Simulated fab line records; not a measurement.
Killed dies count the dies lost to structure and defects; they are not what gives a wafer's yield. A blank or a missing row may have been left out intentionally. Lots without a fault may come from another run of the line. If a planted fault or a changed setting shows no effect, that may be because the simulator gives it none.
Chamber matching	flow n5 finfet	4 sister chambers for N5_STI_FIN_REVEAL_ETCHBACK_08 on rie diel-03
The step etches SiO2 in C4F6/O2, target depth 30.5 nm, time 10.167 s. 14 wafers are shown with their chamber, then 7 later ones without.

== WAFERS PAIRED WITH THEIR CHAMBERS ==
wafer	chamber	showerhead plenum p Torr (Torr)	throttle valve pct (%)	rf vpp V (V)
L853.1	1	3.04	20.90	690
L853.2	2	2.75	21.05	670
L853.4	0	2.96	21.34	670
L855.2	0	2.96	21.35	670
L855.3	1	3.04	20.89	689
L855.5	2	2.75	21.06	671
L860.1	1	3.04	20.91	688
L860.2	2	2.75	21.08	670
L860.5	0	2.96	21.36	671
L861.2	0	2.95	21.37	670
L861.4	1	3.04	20.90	690
L861.5	0	2.95	21.36	671
L870.1	3	2.95	21.67	698
L870.5	0	2.94	21.39	670

SIGNATURES (means of the wafers above)
reading	chamber 0	chamber 1	chamber 2	chamber 3	scatter within a chamber
showerhead plenum p Torr	2.9533	3.0400	2.7500	2.9500	0.00577
throttle valve pct	21.3617	20.9000	21.0633	21.6700	0.0147
rf vpp V	670.33	689.25	670.33	698.00	0.689
Rule: distance of a wafer from a chamber = root of the sum over the readings of ((wafer's reading minus chamber's mean) / reading's scatter) squared. If the next closest chamber is less than 2 further off than the closest, the wafer can't be placed; otherwise it belongs to the closest. How the scatter is found: for the shown wafers, subtract from each reading the mean of its chamber, square and add these, divide the total by (wafers less chambers), then take the root.

== WAFERS WITH NO CHAMBER GIVEN ==
wafer	showerhead plenum p Torr (Torr)	throttle valve pct (%)	rf vpp V (V)
L870.6	3.03	20.94	687
L872.1	2.74	21.11	669
L872.3	2.94	21.66	699
L872.5	2.74	21.12	669
L873.2	2.94	21.63	699
L873.4	3.02	20.95	689
L873.6	3.02	20.97	690

== EACH ONE'S CHAMBER ==
wafer	from the rows above	in truth
L870.6	1	1
L872.1	2	2
L872.3	3	3
L872.5	2	2
L873.2	3	3
L873.4	1	1
L873.6	1	1
7 of 7 placed correctly. Not placeable from these rows: 0. Wrongly placed: 0.
